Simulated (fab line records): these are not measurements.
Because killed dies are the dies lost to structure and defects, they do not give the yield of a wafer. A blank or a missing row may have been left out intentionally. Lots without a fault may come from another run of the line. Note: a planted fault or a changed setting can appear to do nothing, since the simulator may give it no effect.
Chamber matching | flow n5 finfet | N5_BEOL_M8_STRIP_36 on rie diel-04: 4 sister chambers
The step strips in N2/H2. 14 wafers are shown with their chamber, then 7 later ones without.

## WAFERS, EACH WITH ITS CHAMBER
wafer  | chamber | showerhead plenum p Torr (Torr) | throttle valve pct (%) | oes product au (a.u.)
L075.2 | 3       | 2.58                            | 23.57                  | 0.88
L075.5 | 2       | 2.40                            | 23.74                  | 0.71
L075.6 | 1       | 2.49                            | 23.14                  | 1.01
L076.1 | 3       | 2.57                            | 23.60                  | 0.87
L076.4 | 1       | 2.49                            | 23.14                  | 0.96
L076.6 | 0       | 2.72                            | 23.69                  | 0.92
L078.1 | 3       | 2.57                            | 23.63                  | 0.87
L078.2 | 1       | 2.49                            | 23.20                  | 0.94
L078.5 | 0       | 2.72                            | 23.72                  | 0.89
L077.3 | 1       | 2.48                            | 23.21                  | 0.93
L077.5 | 3       | 2.57                            | 23.60                  | 0.86
L077.6 | 0       | 2.72                            | 23.76                  | 0.89
L079.3 | 1       | 2.49                            | 23.15                  | 0.93
L079.4 | 0       | 2.72                            | 23.71                  | 0.88

SIGNATURES (means of the wafers above)
reading                  | chamber 0 | chamber 1 | chamber 2 | chamber 3 | scatter within a chamber
showerhead plenum p Torr | 2.7200    | 2.4880    | 2.4000    | 2.5725    | 0.00394
throttle valve pct       | 23.7200   | 23.1680   | 23.7400   | 23.6000   | 0.0301
oes product au           | 0.8950    | 0.9540    | 0.7100    | 0.8700    | 0.0237
Rule: a wafer's distance from a chamber is the root of the sum, over the readings, of the square of ((its reading less the chamber's mean) divided by the reading's scatter). The wafer belongs to the nearest chamber; if the next one is less than 2 further off, it can't be placed. The scatter is the square root of a quotient: the sum, over the shown wafers, of each reading's squared deviation from its chamber's mean, divided by wafers minus chambers.

## WAFERS MISSING THEIR CHAMBER
wafer  | showerhead plenum p Torr (Torr) | throttle valve pct (%) | oes product au (a.u.)
L079.6 | 2.57                            | 23.62                  | 0.86
L089.1 | 2.71                            | 23.74                  | 0.87
L089.4 | 2.71                            | 23.29                  | 0.93
L089.5 | 2.48                            | 23.22                  | 0.89
L094.2 | 2.70                            | 23.75                  | 0.85
L094.3 | 2.47                            | 23.22                  | 0.89
L094.5 | 2.70                            | 23.76                  | 0.84

## CHAMBER TAKEN BY EACH
wafer  | from the rows above | in truth
L079.6 | 3                   | 3
L089.1 | 0                   | 0
L089.4 | 0                   | 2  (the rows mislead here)
L089.5 | 1                   | 1
L094.2 | 0                   | 0
L094.3 | 1                   | 1
L094.5 | 0                   | 0
Correctly placed: 6 of 7. Left unplaced by these rows: 0. 1 placed wrongly.
